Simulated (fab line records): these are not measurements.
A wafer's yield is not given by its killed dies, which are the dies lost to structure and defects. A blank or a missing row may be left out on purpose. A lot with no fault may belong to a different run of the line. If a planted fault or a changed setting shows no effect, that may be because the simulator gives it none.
fab line records	flow n5Finfet
[record] lots = 4	wafers = 10	lastDay = 18
route steps=1938 shown BEOL_M12@1627 BEOL_M13@1659 BEOL_M15@1830 PASSIVATION@1936
lots untouched by any fault: they come from a run of this same line in which no faults occurred
startH: hours from the record's opening day to when the first of the lot's shown wafers began	waitH: hours elapsed since this lot's preceding step	" unchanged from the row above	L1.1+2: several wafers, shown together as one row	- no value, or no start was given	* or withheld: withheld	< > ~ a bound
route shown NAME@n: a module of which the file shows steps, and the number in the route of the first	usual: the fault-free wafers' mean and standard deviation	same: alike in all rows	chamber/n: place in a boat	sites: per-site readings	_std_site: their standard deviation	_edge_site: mean of outer sites minus mean of inner sites	radiusMm: how far each site lies from the wafer's centre	mask NAME#n: copy n	behind: tool/chamber where the wafer was last shaped	hold: the reason the lot was held/the length of the hold in hours/how it ended	device: the n, p or np transistor that did not switch	end of line: tests run on the same wafers once the route is complete	a step without rows: its recipe alone	killed: dies lost to structure and defects at the first sort, not the wafer's yield	map: shows each die of a wafer: x if killed, . if not, _ if none is there
set.NAME: setting as actually run; set.NAME@STEP: the setting as run at that earlier step	model.NAME: the simulator's own value behind a step, which no gauge read
a table for each step, a row for each wafer; lots at some steps of the route
services: from which hour (startH, from the record's first day; less than 0 if before it) a tool's chamber was out of use, for how many hours, and why
[[steps]]
[step N5_BEOL_M12_SOFTBAKE_23]
[recipe] tempC = 130	timeS = 60
[step N5_BEOL_M12_EXPOSE_25]
[recipe] maskId = M12	na = 0.93	sourceShape = conventional	sigmaOuter = 0.4	polarization = unpolarized	doseMj = 21.8
[step N5_BEOL_M12_PEB_26]
[recipe] pebTempC = 130	pebTimeS = 90
[step N5_BEOL_M12_DEVELOP_27]
[recipe] developTimeS = 45	rinseLiquid = diw	dry = airSpin	devTempC = 21
[step N5_BEOL_M12_HARDBAKE_32]
[recipe] tempC = 130	timeS = 120
[step N5_BEOL_M12_DESCUM_33]
[recipe] chemistry = O2	timeS = 7.9	sourcePowerW = 50	biasPowerW = 20	pressureMtorr = 20	rfFrequencyHz = 2.712e+07	tempC = 40	o2FlowSccm = 225
[step N5_BEOL_M12_ETCH_67]
[recipe] chemistry = CF4	target = SiARC	targetDepthA = 1430	timeS = 238.3	ionEnergyEv = 80	pressureMtorr = 40	sourceW = 545	biasW = 36	Ar_flow_sccm = 100	cf4FlowSccm = 100	ends = cleared
[step N5_BEOL_M12_ETCH_68]
[recipe] chemistry = N2/H2	target = SOC	maskMaterial = SiARC	sourceW = 3000	biasW = 350	tempC = 40	timeS = 285	ionEnergyEv = 200	pressureMtorr = 30	n2FlowSccm = 200	h2FlowSccm = 200
[step N5_BEOL_M12_STRIP_69]
[recipe] chemistry = N2/H2	tempC = 40	n2FlowSccm = 200	h2FlowSccm = 200	rfFrequencyHz = 6e+07
[step N5_BEOL_M12_TRENCH_ETCH_34]
[recipe] chemistry = C4F8/O2/Ar	target = SiOC	targetDepthA = 3189.5	maskMaterial = SOC	pressureMtorr = 30	sourceW = 3000	biasW = 700	Ar_flow_sccm = 400	C4F8_flow_sccm = 15	O2_flow_sccm = 8	heInnerTorr = 15	heOuterTorr = 30	timeS = 125.5	ionEnergyEv = 250
[usual] biasW = 699.8/2	drypumpMotorCurrentA = 5.8/0.4	oesProductAu = 0.83/0.089	rfFwdPowerW = 2988/9.6	rfVppV = 667/3.3	showerheadPlenumPTorr = 3.46/0.12	throttleValvePct = 24.08/0.24
lot.wafer	tool	chamber	startH	waitH	biasW	drypumpMotorCurrentA	oesProductAu	rfFwdPowerW	rfHoursCounterH	rfVppV	showerheadPlenumPTorr	throttleValvePct	model.etch.depthNm
L677.2	rieDiel-03	2	280.06	0.0	697.7	5.9	0.92	2979	20	671	3.63	23.87	321.4
L677.3	"	1	"	"	700.7	5.8	0.80	2996	73	666	3.42	24.18	315.6
L677.6	"	1	"	"	703.2	5.8	0.81	2982	-	668	3.42	24.17	317.1
L681.4	rieDiel-03	1	300.86	0.0	695.6	5.8	0.79	2998	84	667	3.42	24.18	318.9
L681.5	"	3	"	"	-	5.5	0.85	-	-	662	3.33	24.23	284.8
L685.1	rieDiel-03	0	314.72	0.0	698.1	5.8	0.93	3003	16	665	3.49	23.60	319
L685.5	"	2	"	"	-	5.9	0.90	-	-	672	3.63	23.87	282
L692.2	rieDiel-05	0	385.28	0.0	701.8	6.6	0.74	2990	180	670	3.53	24.33	316.9
L692.4	"	1	"	"	695.6	5.6	0.92	2969	17	670	3.61	23.92	321.7
L692.6	"	2	"	"	699.7	5.1	0.79	3002	-	671	3.61	24.01	314.7
[step N5_BEOL_M12_STRIP_70]
[recipe] chemistry = C4F8/O2/Ar	resist = SiARC	rfFrequencyHz = 6e+07
[step N5_BEOL_M12_OCD_MEAS_35]
[usual] trenchDepthNm = 318/4.7
lot.wafer	tool	chamber	startH	waitH	trenchDepthNm
L677.2	ocd-02	-	280.21	0.0	322
L677.3	"	-	"	"	316
L677.6	"	-	"	"	317
L681.4	ocd-01	-	301.02	0.0	319
L681.5	"	-	"	"	285
L685.1	ocd-02	-	314.88	0.0	319
L685.5	"	-	"	"	282
L692.2	ocd-01	-	385.43	0.0	316
L692.4	"	-	"	"	322
L692.6	"	-	"	"	315
[step N5_BEOL_M12_STRIP_37]
[recipe] chemistry = N2/H2	powerW = 1000	tempC = 250	h2Frac = 0.65	overashFraction = 0.3	pressureMtorr = withheld	n2FlowSccm = 1750	h2FlowSccm = 3250
[step N5_BEOL_M12_ETCH_38]
[recipe] chemistry = CF4/N2	target = SiCN	targetDepthA = 687	taperDeg = 2	timeS = 73.4	ionEnergyEv = 150	maskMaterial = SiO2	pressureMtorr = 40	sourceW = 430	biasW = 70	Ar_flow_sccm = 100	cf4FlowSccm = 60	n2FlowSccm = 60
[step N5_BEOL_M12_PRECLEAN_39]
[recipe] chemistry = residueRemover	timeS = 60	tempC = 40
[step N5_BEOL_M12_SRD_40]
[recipe] timeS = 30	tempC = 23	rinseLiquid = diw	dry = n2Spin	spinRpm = 1500	dryTimeS = 30
[step N5_BEOL_M12_DEGAS_41]
[recipe] ambient = vacuum	tempC = 250	timeS = 60
[step N5_BEOL_M12_PRE_CLEAN_42]
[recipe] gas = H2/He	timeS = 30	tempC = 250
[step N5_BEOL_M12_SPUTTER_43]
[recipe] material = TaN	targetThkA = 150	tempC = 50	biasV = 168.6	powerW = 15000	chamberPressurePa = 0.12	timeS = 24.19
[step N5_BEOL_M12_SPUTTER_44]
[recipe] material = Ta	targetThkA = 100	tempC = 50	biasV = 80	powerW = 15000	chamberPressurePa = 0.07	timeS = 16.13
[step N5_BEOL_M12_SPUTTER_45]
[recipe] material = Cu	targetThkA = 800	tempC = -20	biasV = 60	powerW = 26000	chamberPressurePa = 0.13	timeS = 13.33
[step N5_BEOL_M12_ECD_47]
[recipe] material = Cu	targetThkA = 7200
[step N5_BEOL_M12_ANNEAL_48]
[recipe] tempC = 225	timeS = 90	ambient = N2
[step N5_BEOL_M12_CMP_49]
[recipe] stopOn = SiOC	tOverpolishS = 20.6	downForcePsi = 1	platenRpm = 50	clearingPlatenDownForcePsi = 1.5	clearingPlatenRpm = 50	postCmpClean = cuAlkaline	targetThkNm = 320	clearingPlatenPadVelocityMS = 0.99484	padVelocityMS = 0.99484
[usual] barrierFieldEndpointS = 30.4/0.82	edgeZonePressureFrac = 1.000/0.0048	motorCurrentA = 5.6/0.68	overpolishRunS = 20.599/0.0091
lot.wafer	tool	chamber	startH	waitH	barrierFieldEndpointS	edgeZonePressureFrac	motorCurrentA	overpolishRunS	model.Cu_of_BEOL_M12_ECD_47.thkNm
L677.3	cmp-04	3	282.25	0.2	32.1	1.004	6.3	20.582	315.8
L677.2	"	1	"	"	30.1	1.004	5.5	20.601	320.8
L677.6	"	2	"	"	30.9	1.004	4.6	20.599	318.6
L681.4	cmp-01	3	302.82	0.1	31.6	0.996	6.8	20.593	320.8
L681.5	"	3	"	"	31.7	0.993	6.6	20.590	286.8
L685.1	cmp-01	1	325.56	0.3	30.5	1.003	5.2	20.609	323.4
L685.5	"	0	"	"	30.4	1.004	4.8	20.589	286
L692.4	cmp-01	3	390.13	0.2	31.1	1.002	7.0	20.607	323
L692.2	"	0	"	"	30.0	1.012	4.8	20.617	317.8
L692.6	"	2	"	"	31.5	0.995	5.7	20.614	315.8
[step N5_BEOL_M12_THK_MEAS_50]
[recipe] thkMeasGauge = xrf	reads = Cu_of_BEOL_M12_ECD_47
[usual] M12_THK = 325/5.9
lot.wafer	tool	chamber	startH	waitH	M12_THK[nm]
L677.2	filmMetro-01	-	282.51	-	331
L677.3	"	-	"	"	325
L677.6	"	-	"	"	328
L681.4	filmMetro-01	-	303.12	-	330
L681.5	"	-	"	"	293
L685.1	filmMetro-01	-	325.82	-	332
L685.5	"	-	"	"	293
L692.2	filmMetro-01	-	390.35	-	327
L692.4	"	-	"	"	333
L692.6	"	-	"	"	327
[step N5_BEOL_M12_PRE_CLEAN_52]
[recipe] gas = NH3	timeS = 15	tempC = withheld	rfPowerW = 300
[step N5_BEOL_M12_DEP_53]
[recipe] material = SiCN	targetThkA = 300	tempC = withheld	precursor = 3MS/NH3	pressureTorr = 3	rfW = 675	timeS = 10.5
[step N5_BEOL_M12_RS_MEAS_54]
[recipe] thkMeasGauge = four-point-probe	reads = Cu_of_BEOL_M12_ECD_47+Ta_of_BEOL_M12_SPUTTER_44+TaN_of_BEOL_M12_SPUTTER_43
[usual] M12_RS = 0.0601/0.00094
lot.wafer	tool	chamber	startH	waitH	M12_RS[ohm/sq]
L677.2	filmMetro-01	-	282.63	0.0	0.0600
L677.3	"	-	"	"	0.0610
L677.6	"	-	"	"	0.0605
L681.4	filmMetro-01	-	303.27	0.1	0.0599
L681.5	"	-	"	"	0.0675
L685.1	filmMetro-01	-	325.94	0.0	0.0595
L685.5	"	-	"	"	0.0678
L692.2	filmMetro-01	-	390.48	0.0	0.0606
L692.4	"	-	"	"	0.0596
L692.6	"	-	"	"	0.0611
[step N5_BEOL_M13_ILD_DEP_00]
[recipe] material = SiOC	targetThkA = 8379.2	tempC = 350	precursor = DEMS/O2	pressureTorr = 5	rfW = 500	timeS = 166.4
[step N5_BEOL_M13_COAT_58]
[recipe] resist = BARC	tempC = 205	timeS = 60	spinRpm = 1500	resistThkNm = 89
[step N5_BEOL_M13_COAT_04]
[recipe] spinRpm = 1625	resistThkNm = 400
[step N5_BEOL_M13_EBR_06]
[recipe] solvent = PGMEA	ebrWidthMm = 1.5
[step N5_BEOL_M13_SOFTBAKE_05]
[recipe] tempC = 130	timeS = 60
[step N5_BEOL_M13_EXPOSE_07]
[recipe] maskId = V12	na = 0.93	sourceShape = conventional	sigmaOuter = 0.6	polarization = unpolarized	attpsmPhaseDeg = 180	doseMj = 24.8
[step N5_BEOL_M13_PEB_08]
[recipe] pebTempC = 130	pebTimeS = 90
[step N5_BEOL_M13_DEVELOP_09]
[recipe] developTimeS = 45	rinseLiquid = diw	dry = airSpin	devTempC = 21
[step N5_BEOL_M13_HARDBAKE_14]
[recipe] tempC = 130	timeS = 120
[step N5_BEOL_M15_RC_MEAS_101]
[usual] COMB_M10 = 1.46e-11/2.9e-12	COMB_M11 = 1.4e-11/3e-12	COMB_M12 = 6e-12/1.4e-12	COMB_M13 = 4.7e-12/8.5e-13	COMB_M14 = 3.6e-12/8.5e-13	COMB_M15 = 2.4e-12/6e-13	COMB_M15_max_site = 3.5e-12/8.6e-13	COMB_M5 = 3.5e-11/7.2e-12	COMB_M6 = 2.4e-11/5.1e-12	COMB_M7 = 2.5e-11/5.5e-12	COMB_M7_max_site = 3.6e-11/8.9e-12	COMB_M8 = 2.5e-11/5.3e-12	COMB_M9 = 1.5e-11/3e-12	SERP_M10 = 3.05/0.085	SERP_M11 = 3.08/0.11	SERP_M12 = 0.636/0.017	SERP_M12_max_site = 0.648/0.018	SERP_M13 = 0.312/0.0047	SERP_M14 = 0.160/0.0043	SERP_M5 = 38.0/1.7	SERP_M5_max_site = 39.4/1.8	SERP_M6 = 13.6/0.6	SERP_M7 = 13.9/0.61	SERP_M8 = 13.8/0.6	SERP_M9 = 3.07/0.093	SERP_M9_max_site = 3.16/0.098
lot.wafer	tool	chamber	startH	waitH	COMB_M10[S/m]	COMB_M11[S/m]	COMB_M12[S/m]	COMB_M13[S/m]	COMB_M14[S/m]	COMB_M15[S/m]	COMB_M15_max_site[S/m]	COMB_M5[S/m]	COMB_M6[S/m]	COMB_M7[S/m]	COMB_M7_max_site[S/m]	COMB_M8[S/m]	COMB_M9[S/m]	SERP_M10[ohm/um]	SERP_M11[ohm/um]	SERP_M12[ohm/um]	SERP_M12_max_site[ohm/um]	SERP_M13[ohm/um]	SERP_M14[ohm/um]	SERP_M5[ohm/um]	SERP_M5_max_site[ohm/um]	SERP_M6[ohm/um]	SERP_M7[ohm/um]	SERP_M8[ohm/um]	SERP_M9[ohm/um]	SERP_M9_max_site[ohm/um]
L677.2	prober-02	0	304.47	0.2	1.77e-11	1.4e-11	7.8e-12	5.2e-12	3.4e-12	2e-12	3.8e-12	2.8e-11	2.6e-11	1.5e-11	2.5e-11	4e-11	1.4e-11	3.14	3.29	0.627	0.636	0.300	0.169	34.7	35.4	13.3	12.7	14.2	3.04	3.10
L677.3	"	0	"	"	1.59e-11	2.1e-11	4.7e-12	6.5e-12	3.6e-12	2.8e-12	4.7e-12	3e-11	2.4e-11	1.4e-11	2.7e-11	3.4e-11	1.5e-11	3.12	3.18	0.651	0.667	0.314	0.166	39.1	40.2	13.5	13.2	13.6	3.15	3.22
L677.6	"	0	"	"	1.96e-11	1.6e-11	8.4e-12	4.5e-12	3.4e-12	2.6e-12	3.3e-12	5.4e-11	2.3e-11	2e-11	3.7e-11	2.6e-11	1.5e-11	3.09	3.00	0.657	0.664	0.301	0.164	36.3	37.6	13.2	13.6	13.7	3.12	3.17
L681.4	prober-02	0	325.92	0.5	9.3e-12	1.4e-11	7.2e-12	4.8e-12	4.1e-12	1.4e-12	2.5e-12	3.7e-11	3e-11	2.2e-11	3.7e-11	2.3e-11	1.2e-11	3.00	3.14	0.648	0.656	0.316	0.151	40.2	42.7	14.3	13.1	13.2	3.14	3.17
L681.5	"	0	"	"	1.48e-11	1.2e-11	8.2e-12	7.1e-12	2.8e-12	2.7e-12	3.3e-12	3.7e-11	2.8e-11	3e-11	4.1e-11	1.6e-11	1.1e-11	3.00	3.27	0.690	0.709	0.313	0.166	38.2	39.4	14.2	13.1	13.2	3.11	3.18
L685.1	prober-02	0	344.08	0.0	1.48e-11	1.4e-11	5.7e-12	5.3e-12	2.6e-12	3.2e-12	5.3e-12	2.5e-11	2.1e-11	2.6e-11	3.5e-11	2.4e-11	1.6e-11	2.96	3.13	0.612	0.622	0.321	0.164	35.7	37.5	13.7	14.7	13.6	2.98	3.07
L685.5	"	0	"	"	1.32e-11	1.9e-11	6.2e-12	5e-12	3.2e-12	3.4e-12	4.8e-12	2.4e-11	2e-11	1.9e-11	4.3e-11	2.7e-11	1.6e-11	2.96	3.00	0.716	0.726	0.314	0.161	35.5	37.4	13.6	14.4	13.7	3.10	3.30
L692.2	prober-02	0	408.62	0.2	1.12e-11	1.1e-11	3.8e-12	5.8e-12	3.3e-12	2.1e-12	3.7e-12	3.1e-11	2.2e-11	2.1e-11	2.7e-11	2.4e-11	1.7e-11	3.12	2.96	0.647	0.659	0.309	0.163	36.8	37.7	14.2	13.8	13.9	2.95	2.99
L692.4	"	0	"	"	1.28e-11	1.3e-11	4.4e-12	5.6e-12	3.3e-12	1.9e-12	2.7e-12	2.6e-11	3.3e-11	2.3e-11	3.4e-11	2.7e-11	1.8e-11	3.13	3.09	0.656	0.669	0.313	0.162	38.1	39.9	14.0	14.0	13.7	2.95	3.05
L692.6	"	0	"	"	9.4e-12	1.5e-11	4.7e-12	5.8e-12	3.9e-12	1.6e-12	3.1e-12	3.7e-11	3.8e-11	2.7e-11	4.1e-11	3.5e-11	1.5e-11	3.20	3.06	0.662	0.670	0.309	0.164	38.7	40.6	13.5	14.2	13.9	3.06	3.12
// sites SERP_M12 radiusMm=0,75,75,75,75,140,140,140,140
L677.2 0.620 0.613 0.629 0.636 0.627 0.631 0.626 0.618 0.627
L681.4 0.656 0.636 0.640 0.651 0.634 0.638 0.648 0.655 0.648
L685.1 0.610 0.600 0.619 0.611 0.621 0.612 0.613 0.607 0.622
L692.2 0.639 0.640 0.646 0.649 0.640 0.647 0.653 0.655 0.659
[step N5_PASSIVATION_PROBE_49]
[usual] defectLimitedYield = 91.4/1.5	killed_at_M0_to_M3 = 35/11	killed_at_M4_up = 16/7	killedAtContacts = 11/5.3	killedAtFrontEnd = 37/11	killedAtOther = 3.1/2.8	killedDies = 102/18	killedOpen = 69/15	killedShort = 31/7.8	sort_bin_5_function = 5.1/1.1	sort_bin_6_memory = 3.2/0.69	sort_bin_8_speed = 0.00/0.016	sortNPass = 1078/18	sortYieldPct = 91.4/1.5
[same] grossDies = 1180	killedAtBackSide = 0	sort_bin_4_leakage[%] = 0
lot.wafer	tool	chamber	startH	waitH	defectLimitedYield[%]	killed_at_M0_to_M3	killed_at_M4_up	killedAtContacts	killedAtFrontEnd	killedAtOther	killedDies	killedOpen	killedShort	sort_bin_5_function[%]	sort_bin_6_memory[%]	sort_bin_8_speed[%]	sortNPass	sortYieldPct[%]
L677.2	prober-02	-	318.13	0.1	93.4	24	5	12	33	4	78	52	24	3.4	2.8	0	1102	93.4
L677.3	prober-02	-	318.18	0.1	92.0	31	17	8	38	0	94	61	29	4.1	3.4	0	1086	92.0
L677.6	prober-02	-	318.33	0.3	92.2	27	16	14	35	0	92	67	25	4.5	3.0	0	1088	92.2
L681.4	prober-01	-	337.65	0.2	91.4	37	10	11	38	6	102	67	33	4.7	3.7	0	1078	91.4
L681.5	prober-01	-	337.70	0.2	94.3	23	11	13	18	2	67	39	26	3.0	2.4	0	1113	94.3
L685.1	prober-01	-	356.60	0.0	90.5	35	18	6	51	2	112	81	29	4.9	4.0	0.08	1068	90.5
L685.5	prober-01	-	356.80	0.2	90.8	31	13	9	50	5	108	72	35	5.3	3.6	0	1072	90.8
L692.2	prober-01	-	425.03	0.1	91.2	26	22	11	44	1	104	75	28	4.6	4.2	0	1076	91.2
L692.4	prober-01	-	425.13	0.2	90.5	25	15	13	57	2	112	86	25	6.0	3.1	0	1068	90.5
L692.6	prober-01	-	425.23	0.3	90.2	30	16	15	51	4	116	78	38	6.1	3.3	0	1064	90.2
// killed by level:class
L677.2 BEOL_M0_SAQP:geometricParticle:open=13 MOL_CONTACT_COAG:geometricParticle:open=10 STI_FIN_REVEAL:geometricParticle:open=6 FIN_SAQP:geometricParticle:open=5 FIN_SAQP:geometricParticle:short=4 STI_FIN_REVEAL:geometricParticle:short=4 GATE_CUT:geometricParticle:short=3 BEOL_M0_SAQP:geometricParticle:short=3
L677.3 BEOL_M1:geometricParticle:open=11 FIN_SAQP:geometricParticle:open=10 BEOL_M0_SAQP:geometricParticle:open=9 FIN_SAQP:geometricParticle:short=7 BEOL_M0_SAQP:geometricParticle:short=6 MOL_CONTACT_COAG:geometricParticle:open=5 STI_FIN_REVEAL:geometricParticle:open=4 HKMG_FIN:areaEtch=4
L677.6 FIN_SAQP:geometricParticle:open=10 BEOL_M1:geometricParticle:open=8 MOL_CONTACT_COAG:geometricParticle:short=7 STI_FIN_REVEAL:geometricParticle:open=7 MOL_CONTACT_COAG:geometricParticle:open=7 BEOL_M4:geometricParticle:open=7 BEOL_M3:geometricParticle:open=4 STARTING-WAFER:geometricParticle:open=4
L681.4 FIN_SAQP:geometricParticle:short=13 MOL_CONTACT_COAG:geometricParticle:open=11 FIN_SAQP:geometricParticle:open=8 BEOL_M2:geometricParticle:open=8 BEOL_M0_SAQP:geometricParticle:open=7 STI_FIN_REVEAL:geometricParticle:open=5 BEOL_M1:geometricParticle:open=5 BEOL_M3:geometricParticle:open=5
L681.5 MOL_CONTACT_COAG:geometricParticle:open=10 FIN_SAQP:geometricParticle:short=5 FIN_SAQP:geometricParticle:open=5 BEOL_M0:geometricParticle:open=4 BEOL_M1:geometricParticle:open=4 BEOL_M2:geometricParticle:short=4 GATE_CUT:geometricParticle:short=3 MOL_CONTACT_COAG:geometricParticle:short=3
L685.1 FIN_SAQP:geometricParticle:open=14 FIN_SAQP:geometricParticle:short=12 BEOL_M3:geometricParticle:open=9 BEOL_M1:geometricParticle:open=9 BEOL_M2:geometricParticle:open=8 BEOL_M4:geometricParticle:open=8 STI_FIN_REVEAL:geometricParticle:open=6 GATE_CUT:geometricParticle:open=5
L685.5 FIN_SAQP:geometricParticle:open=16 FIN_SAQP:geometricParticle:short=11 BEOL_M2:geometricParticle:open=8 BEOL_M1:geometricParticle:open=7 MOL_CONTACT_COAG:geometricParticle:open=6 BEOL_M0_SAQP:geometricParticle:short=6 GATE_CUT:geometricParticle:open=5 BEOL_M4:geometricParticle:open=5
L692.2 STI_FIN_REVEAL:geometricParticle:open=12 MOL_CONTACT_COAG:geometricParticle:open=10 FIN_SAQP:geometricParticle:open=8 BEOL_M0_SAQP:geometricParticle:short=7 BEOL_M0_SAQP:geometricParticle:open=6 BEOL_M4:geometricParticle:open=6 BEOL_M5:geometricParticle:open=6 FIN_SAQP:geometricParticle:short=5
L692.4 FIN_SAQP:geometricParticle:open=22 MOL_CONTACT_COAG:geometricParticle:open=12 STI_FIN_REVEAL:geometricParticle:open=11 BEOL_M2:geometricParticle:open=9 BEOL_M0_SAQP:geometricParticle:open=8 DUMMY_GATE:geometricParticle:open=5 STI_FIN_REVEAL:geometricParticle:short=4 ILD0:geometricParticle:short=4
L692.6 STI_FIN_REVEAL:geometricParticle:open=16 BEOL_M0_SAQP:geometricParticle:short=16 MOL_CONTACT_COAG:geometricParticle:open=14 FIN_SAQP:geometricParticle:open=9 FIN_SAQP:geometricParticle:short=8 BEOL_M0_SAQP:geometricParticle:open=5 STI_FIN_REVEAL:geometricParticle:short=4 BEOL_M1:geometricParticle:open=4
[[services]]
tool	chamber	startH	hours	kind
rieDiel-05	3	256.33	3.1	repair
cmp-04	-	260.68	1.5	repair
rieDiel-03	2	262.22	1.6	repair
rieDiel-03	0	267.43	-	clean
rieDiel-03	0	267.43	-	consumableReplace:focusRing
rieDiel-03	0	267.43	13.4	scheduledDown
rieDiel-03	0	267.43	13.4	ventCycle
cmp-01	-	278.69	4.5	pm
rieDiel-05	3	283.27	-	clean
rieDiel-05	3	283.27	-	consumableReplace:focusRing
rieDiel-05	3	283.27	22.0	scheduledDown
rieDiel-05	3	283.27	22.0	ventCycle
rieDiel-03	2	283.29	16.3	repair
cmp-04	-	284.24	1.4	repair
cmp-04	-	286.17	0.3	repair
cmp-04	-	301.55	3.6	pm
cmp-04	-	305.61	1.6	repair
rieDiel-05	2	309.40	3.4	repair
rieDiel-05	3	320.86	5.4	repair
cmp-04	-	323.87	5.7	repair
rieDiel-03	1	344.53	6.7	repair
cmp-01	-	359.86	4.4	pm
rieDiel-05	2	371.44	6.7	repair
rieDiel-05	1	376.36	4.9	repair
[[key]]
[firstSign] step = N5_BEOL_M12_OCD_MEAS_35	reading = trenchDepthNm	direction = down	sigmas = 7.3	usual = 318	struck = 284
[effect] step = N5_BEOL_M12_THK_MEAS_50	reading = M12_THK	direction = down	sigmas = 5.5	usual = 325	struck = 293
[effect] step = N5_BEOL_M12_RS_MEAS_54	reading = M12_RS	direction = up	sigmas = 8	usual = 0.0601	struck = 0.0677
[effect] step = N5_BEOL_M15_RC_MEAS_101	reading = SERP_M12	direction = up	sigmas = 3.9	usual = 0.636	struck = 0.703
[modelEffect] step = N5_BEOL_M12_TRENCH_ETCH_34	value = etch.depthNm	without = 318.7	struck = 283.4
[modelEffect] step = N5_BEOL_M12_CMP_49	value = Cu_of_BEOL_M12_ECD_47.thkNm	without = 321.7	struck = 286.4
metAt N5_BEOL_M12_TRENCH_ETCH_34
struckWafers L681.5,L685.5
onsetBetween 280.06 300.86
[fault] kind = processParameterDrift	tool = rieDiel-03	chamber = -	onsetH = 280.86	steps = N5_BEOL_M12_TRENCH_ETCH_34	channel = timeS	offset = *	shape = step	endH = 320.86	scope = struckWafersOnly	actsIn = *	stated = *
